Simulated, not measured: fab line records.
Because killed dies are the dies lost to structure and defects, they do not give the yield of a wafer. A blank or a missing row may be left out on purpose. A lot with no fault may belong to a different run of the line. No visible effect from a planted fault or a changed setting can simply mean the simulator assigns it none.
Matching of chambers -- flow nand harc -- NHARC_A_STAIRCASE_CMP_152 on cmp-01 has 4 sister chambers
The step polishes. 4 wafers are shown with their chamber, then 10 later ones without.

## WAFERS PAIRED WITH THEIR CHAMBERS
wafer,chamber,motor current A (A)
L084.3,3,11.0
L085.3,2,11.8
L090.1,0,12.6
L090.3,1,12.1

## WAFERS WITH NO CHAMBER GIVEN
wafer,motor current A (A)
L090.4,11.3
L091.1,11.8
L091.2,12.2
L091.3,12.3
L096.1,11.6
L096.3,11.5
L096.4,12.5
L097.1,12.3
L097.4,11.7
L097.5,11.6

## WHICH CHAMBER EACH ONE RAN IN
wafer,from the rows above,in truth
L090.4,can't be placed: 3 or 2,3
L091.1,can't be placed: 2 or 1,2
L091.2,can't be placed: 1 or 2 or 0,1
L091.3,can't be placed: 1 or 0 or 2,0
L096.1,can't be placed: 2 or 1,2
L096.3,can't be placed: 2 or 3 or 1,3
L096.4,can't be placed: 0 or 1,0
L097.1,can't be placed: 1 or 0 or 2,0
L097.4,can't be placed: 2 or 1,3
L097.5,can't be placed: 2 or 1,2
Correctly placed: 0 of 10. Can't be placed from these rows: 10 (the true chamber is among the candidates in 9). Number placed wrongly: 0.
How it was worked out, from the rows above alone: a wafer's distance from a chamber is the root of the sum, over the readings, of the square of ((its reading less the chamber's mean) divided by the reading's scatter). The wafer belongs to the nearest chamber; if the next one is less than 2 further off, it can't be placed. A chamber's mean is the mean of its shown wafers. The scatter (one wafer shown for each chamber): square how far every hidden wafer sits from the nearest shown wafer, average those squares and take the square root.
